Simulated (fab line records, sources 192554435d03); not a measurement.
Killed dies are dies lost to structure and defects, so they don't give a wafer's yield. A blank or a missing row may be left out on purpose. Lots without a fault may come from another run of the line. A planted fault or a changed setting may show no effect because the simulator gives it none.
fab line records | flow n5_finfet | part 2 of 2: steps 7 to 7 of 7
record lots=7 wafers=21 last_day=19
route steps=1938 shown BEOL_M4@1111 BEOL_M8@1376 BEOL_M15@1830 PASSIVATION@1936
lots that met no fault: from a run of the same line without faults
start_h: hours from the record's first day to the start of the lot's first wafer shown | wait_h: hours since the lot's step before | " the same as in the row above | L1.1+2: a row that stands for several wafers | - no value, or no start given | * or withheld: withheld | < > ~ a bound
route shown NAME@n: a module of which the file shows steps, and the number in the route of the first | usual: mean/standard deviation of fault-free wafers | same: alike in all rows | chamber/n: place in a boat | sites: the reading at each site | _std_site: their standard deviation | _edge_site: outer sites' mean less inner sites' | radius_mm: how far each site lies from the wafer's centre | mask NAME#n: copy n | behind: the tool/chamber that last shaped the wafer | hold: why the lot was held/for how many hours/how that ended | device: the transistor (n, p or np) that didn't switch | end of line: the same wafers' tests at the end of the route | a step without rows: its recipe alone | killed: dies lost to structure and defects at the first sort, not the wafer's yield | map: a wafer's dies, x killed, . not, _ none there
set.NAME: the setting as run; set.NAME@STEP: as run at that earlier step | model.NAME: the simulator's own value behind a step, which no gauge read
steps of the route over a sample of lots; a table a step, a row a wafer
services: from which hour (start_h, from the record's first day; less than 0 if before it) a tool's chamber was out of use, for how many hours, and why
## steps
# step N5_PASSIVATION_PROBE_49
# usual defect_limited_yield=91.1/1.4 killed_at_M0_to_M3=36/11 killed_at_M4_up=14/5.2 killed_at_contacts=12/6.1 killed_at_front_end=40/12 killed_at_other=3.2/2.5 killed_dies=105/16 killed_open=68/12 killed_short=35/8.7 sort_bin_4_leakage=0/0 sort_bin_5_function=5.2/0.89 sort_bin_6_memory=3.3/0.66 sort_n_pass=1074/16 sort_yield_pct=91.1/1.4
# same gross_dies=1180 killed_at_back_side=0 sort_bin_8_speed[%]=0
# columns lot.wafer tool chamber start_h wait_h defect_limited_yield[%] killed_at_M0_to_M3 killed_at_M4_up killed_at_contacts killed_at_front_end killed_at_other killed_dies killed_open killed_short sort_bin_4_leakage[%] sort_bin_5_function[%] sort_bin_6_memory[%] sort_n_pass sort_yield_pct[%]
L127.4 prober-02 - 338.34 0.2 90.9 30 6 38 27 6 107 68 38 0 4.8 3.8 1073 90.9
L127.5 prober-02 - 338.39 0.2 92.6 28 12 12 33 2 87 57 26 0 4.2 3.1 1093 92.6
L127.6 prober-02 - 338.44 0.3 90.9 44 18 9 28 8 107 47 59 0 5.3 3.3 1073 90.9
L125.1 prober-02 - 352.72 0.0 88.4 41 31 20 43 2 137 77 40 1.53 6.1 3.5 1043 88.4
L125.2 prober-02 - 352.77 0.1 90.6 36 14 19 39 3 111 79 30 0 5.5 3.6 1069 90.6
L125.6 prober-02 - 352.97 0.3 92.3 33 14 4 36 4 91 54 33 0 3.6 3.5 1089 92.3
L129.1 prober-02 - 362.48 0.0 90.0 26 36 11 36 9 118 61 32 1.78 5.0 2.8 1062 90.0
L129.4 prober-02 - 362.63 0.2 91.9 26 31 10 26 2 95 42 27 1.69 3.8 2.2 1085 91.9
L129.6 prober-02 - 362.73 0.3 91.4 47 8 11 25 10 101 67 30 0 5.4 2.6 1079 91.4
L131.2 prober-02 - 370.11 0.1 92.2 34 12 13 31 2 92 61 30 0 4.5 3.1 1088 92.2
L131.3 prober-02 - 370.16 0.1 93.1 26 10 12 34 0 82 52 30 0 4.4 2.5 1098 93.1
L131.4 prober-02 - 370.21 0.2 89.0 59 24 11 35 1 130 75 41 1.19 6.3 3.3 1050 89.0
L139.1 prober-01 - 448.81 0.0 88.8 44 18 8 58 4 132 93 37 0 6.0 4.9 1048 88.8
L139.2 prober-01 - 448.86 0.1 88.6 36 24 10 58 7 135 80 51 0 6.8 4.1 1045 88.6
L139.3 prober-01 - 448.91 0.1 92.8 35 11 7 30 2 85 40 42 0 4.4 2.2 1095 92.8
L141.3 prober-02 - 458.45 0.1 91.7 42 15 9 25 7 98 64 26 0 4.7 2.6 1082 91.7
L141.5 prober-02 - 458.55 0.2 90.8 49 18 13 27 1 108 71 34 0 5.5 3.3 1072 90.8
L141.6 prober-02 - 458.60 0.3 90.6 52 16 6 36 1 111 72 34 0 5.2 4.0 1069 90.6
L142.1 prober-01 - 459.12 0.0 89.2 34 6 23 63 2 128 72 54 0 5.9 4.3 1052 89.2
L142.5 prober-01 - 459.32 0.2 90.3 25 12 13 65 0 115 78 36 0 5.8 3.6 1065 90.3
L142.6 prober-01 - 459.37 0.3 90.5 33 14 12 51 2 112 73 34 0 5.3 3.6 1068 90.5
# killed by level:class
L127.4 MOL_CONTACT_COAG:geometric_particle:open=30 MOL_CONTACT_COAG:geometric_particle:short=8 BEOL_M0_SAQP:geometric_particle:short=7 FIN_SAQP:geometric_particle:open=6 BEOL_M0_SAQP:geometric_particle:open=6 FIN_SAQP:geometric_particle:short=5 BEOL_M3:geometric_particle:open=5 STI_FIN_REVEAL:geometric_particle:open=4
L127.5 MOL_CONTACT_COAG:geometric_particle:open=11 BEOL_M0_SAQP:geometric_particle:open=8 FIN_SAQP:geometric_particle:open=6 FIN_SAQP:geometric_particle:short=6 BEOL_M0_SAQP:geometric_particle:short=6 GATE_CUT:geometric_particle:open=5 BEOL_M3:geometric_particle:open=5 STARTING-WAFER:geometric_particle:open=4
L127.6 BEOL_M0_SAQP:geometric_particle:short=26 FIN_SAQP:geometric_particle:short=12 BEOL_M0_SAQP:geometric_particle:open=11 MOL_CONTACT_COAG:geometric_particle:open=7 FIN_SAQP:geometric_particle:open=4 BEOL_M4:geometric_particle:open=4 GATE_CUT:geometric_particle:short=3 BEOL_M5:geometric_particle:open=3
L125.1 M8:area_ald=18 STI_FIN_REVEAL:geometric_particle:open=16 MOL_CONTACT_COAG:geometric_particle:open=15 BEOL_M0_SAQP:geometric_particle:short=10 BEOL_M2:geometric_particle:open=8 FIN_SAQP:geometric_particle:short=7 DUMMY_GATE:geometric_particle:open=7 BEOL_M0_SAQP:geometric_particle:open=7
L125.2 STI_FIN_REVEAL:geometric_particle:open=14 MOL_CONTACT_COAG:geometric_particle:open=13 BEOL_M0_SAQP:geometric_particle:open=10 FIN_SAQP:geometric_particle:short=8 BEOL_M4:geometric_particle:open=6 BEOL_M1:geometric_particle:open=6 BEOL_M3:geometric_particle:open=6 MOL_CONTACT_COAG:geometric_particle:short=5
L125.6 STI_FIN_REVEAL:geometric_particle:open=10 BEOL_M3:geometric_particle:short=9 BEOL_M4:geometric_particle:open=7 FIN_SAQP:geometric_particle:open=6 BEOL_M0_SAQP:geometric_particle:short=6 BEOL_M3:geometric_particle:open=6 DUMMY_GATE:geometric_particle:open=5 MOL_CONTACT_COAG:geometric_particle:open=4
L129.1 M8:area_ald=21 FIN_SAQP:geometric_particle:short=9 BEOL_M2:geometric_particle:open=9 MOL_CONTACT_COAG:geometric_particle:open=8 FIN_SAQP:geometric_particle:open=7 BEOL_M5:geometric_particle:open=6 STARTING-WAFER:geometric_particle:short=5 BEOL_M0_SAQP:geometric_particle:short=5
L129.4 M8:area_ald=20 MOL_CONTACT_COAG:geometric_particle:open=9 FIN_SAQP:geometric_particle:open=6 BEOL_M0_SAQP:geometric_particle:short=6 FIN_SAQP:geometric_particle:short=4 BEOL_M0_SAQP:geometric_particle:open=4 ILD0:geometric_particle:short=3 GATE_CUT:geometric_particle:open=3
L129.6 BEOL_M0_SAQP:geometric_particle:open=16 BEOL_M2:geometric_particle:open=13 BEOL_M0_SAQP:geometric_particle:short=9 MOL_CONTACT_COAG:geometric_particle:open=7 FIN_SAQP:geometric_particle:open=6 STARTING-WAFER:geometric_particle:short=4 PASS1_CAP:geometric_particle:short=4 MOL_CONTACT_COAG:geometric_particle:short=3
L131.2 BEOL_M3:geometric_particle:open=10 MOL_CONTACT_COAG:geometric_particle:open=9 FIN_SAQP:geometric_particle:open=8 BEOL_M0_SAQP:geometric_particle:short=8 STI_FIN_REVEAL:geometric_particle:open=7 BEOL_M2:geometric_particle:open=7 GATE_CUT:geometric_particle:open=5 MOL_CONTACT_COAG:geometric_particle:short=4
L131.3 MOL_CONTACT_COAG:geometric_particle:open=11 GATE_CUT:geometric_particle:short=9 STI_FIN_REVEAL:geometric_particle:open=7 BEOL_M2:geometric_particle:open=6 BEOL_M0_SAQP:geometric_particle:short=6 BEOL_M4:geometric_particle:open=6 BEOL_M0_SAQP:geometric_particle:open=5 BEOL_M3:geometric_particle:open=4
L131.4 BEOL_M0_SAQP:geometric_particle:short=19 BEOL_M2:geometric_particle:open=14 M8:area_ald=14 MOL_CONTACT_COAG:geometric_particle:open=10 BEOL_M0_SAQP:geometric_particle:open=10 FIN_SAQP:geometric_particle:open=8 STI_FIN_REVEAL:geometric_particle:open=8 BEOL_M3:geometric_particle:open=8
L139.1 FIN_SAQP:geometric_particle:open=23 BEOL_M4:geometric_particle:open=14 BEOL_M0_SAQP:geometric_particle:open=10 BEOL_M0_SAQP:geometric_particle:short=9 BEOL_M3:geometric_particle:open=9 FIN_SAQP:geometric_particle:short=8 STI_FIN_REVEAL:geometric_particle:open=7 DUMMY_GATE:geometric_particle:open=6
L139.2 FIN_SAQP:geometric_particle:short=15 FIN_SAQP:geometric_particle:open=11 BEOL_M4:geometric_particle:open=11 BEOL_M0_SAQP:geometric_particle:short=10 MOL_CONTACT_COAG:geometric_particle:open=8 STI_FIN_REVEAL:geometric_particle:open=7 DUMMY_GATE:geometric_particle:open=6 BEOL_M3:geometric_particle:open=6
L139.3 BEOL_M0_SAQP:geometric_particle:short=10 FIN_SAQP:geometric_particle:short=8 BEOL_M0_SAQP:geometric_particle:open=7 BEOL_M3:geometric_particle:short=7 MOL_CONTACT_COAG:geometric_particle:open=6 BEOL_M3:geometric_particle:open=6 STI_FIN_REVEAL:geometric_particle:open=4 GATE_CUT:geometric_particle:short=4
L141.3 BEOL_M2:geometric_particle:open=16 BEOL_M0:geometric_particle:short=8 MOL_CONTACT_COAG:geometric_particle:open=7 BEOL_M0_SAQP:geometric_particle:open=7 BEOL_M1:geometric_particle:open=7 STI_FIN_REVEAL:geometric_particle:open=6 MIM_TOP_ETCH:geometric_particle:open=6 HKMG_FIN:area_etch=5
L141.5 BEOL_M2:geometric_particle:open=15 MOL_CONTACT_COAG:geometric_particle:open=10 BEOL_M0_SAQP:geometric_particle:short=10 STI_FIN_REVEAL:geometric_particle:open=9 FIN_SAQP:geometric_particle:short=7 BEOL_M3:geometric_particle:open=6 BEOL_M0:geometric_particle:open=5 BEOL_M0:geometric_particle:short=5
L141.6 BEOL_M2:geometric_particle:open=28 BEOL_M0_SAQP:geometric_particle:open=9 FIN_SAQP:geometric_particle:short=8 MOL_CONTACT_COAG:geometric_particle:open=5 GATE_CUT:geometric_particle:short=5 BEOL_M2:geometric_particle:short=4 BEOL_M5:geometric_particle:open=4 STI_FIN_REVEAL:geometric_particle:open=3
L142.1 FIN_SAQP:geometric_particle:short=20 MOL_CONTACT_COAG:geometric_particle:open=18 FIN_SAQP:geometric_particle:open=14 GATE_CUT:geometric_particle:short=10 BEOL_M0_SAQP:geometric_particle:open=8 BEOL_M1:geometric_particle:open=7 DUMMY_GATE:geometric_particle:open=7 BEOL_M0_SAQP:geometric_particle:short=7
L142.5 FIN_SAQP:geometric_particle:open=24 GATE_CUT:geometric_particle:short=10 MOL_CONTACT_COAG:geometric_particle:open=10 BEOL_M4:geometric_particle:open=9 FIN_SAQP:geometric_particle:short=8 DUMMY_GATE:geometric_particle:open=6 BEOL_M3:geometric_particle:open=6 BEOL_M3:geometric_particle:short=6
L142.6 FIN_SAQP:geometric_particle:open=16 MOL_CONTACT_COAG:geometric_particle:open=11 BEOL_M2:geometric_particle:open=7 BEOL_M3:geometric_particle:short=7 DUMMY_GATE:geometric_particle:open=6 BEOL_M3:geometric_particle:open=6 FIN_SAQP:geometric_particle:short=5 GATE_CUT:geometric_particle:short=5
## services
# columns tool chamber start_h hours kind
rie_diel-04 2 272.93 - clean
rie_diel-04 2 272.93 - consumable_replace:focus_ring
rie_diel-04 2 272.93 - consumable_replace:showerhead
rie_diel-04 2 272.93 28.6 scheduled_down
rie_diel-04 2 272.93 28.6 vent_cycle
ald_metal-04 - 277.25 0.8 repair
rie_diel-04 - 292.12 28.1 pm
ald_metal-04 0 293.78 - calibration
rie_diel-04 1 326.00 10.0 repair
rie_diel-05 0 329.85 3.2 repair
ald_metal-04 - 337.25 14.0 pm
ald_metal-04 0 337.25 14.0 vent_cycle
ald_metal-04 1 337.25 14.0 vent_cycle
ald_metal-04 2 337.25 14.0 vent_cycle
ald_metal-04 3 337.25 14.0 vent_cycle
rie_diel-05 - 339.29 2.8 pm
rie_diel-04 - 341.02 0.3 repair
ald_metal-04 0 351.25 - clean
ald_metal-04 1 351.25 - clean
ald_metal-04 2 351.25 - clean
ald_metal-04 3 351.25 - clean
rie_diel-05 1 355.98 1.7 repair
## key
first_sign step=N5_BEOL_M8_ALD_77 reading=ald_cycles direction=down sigmas=99+ usual=* struck=*
effect step=N5_BEOL_M15_RC_MEAS_101 reading=COMB_M8 direction=up sigmas=24 usual=2.5e-11 struck=1.66e-10
effect step=N5_PASSIVATION_PROBE_49 reading=sort_bin_4_leakage direction=up sigmas=18 usual=0 struck=1.55
met_at N5_BEOL_M8_ALD_77
struck_lots L125,L129,L131
struck_wafers L125.1,L129.1,L129.4,L131.4
not_acting_at N5_BEOL_M8_STRIP_36,N5_BEOL_M8_OCD_MEAS_38,N5_BEOL_M8_THK_MEAS_53
onset_between 271.61 285.69
fault kind=process_parameter_drift tool=ald_metal-04 chamber=- onset_h=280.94 steps=N5_BEOL_M8_ALD_77 channel=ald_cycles offset=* shape=step end_h=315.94 scope=struck_wafers_only acts_in=* stated=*
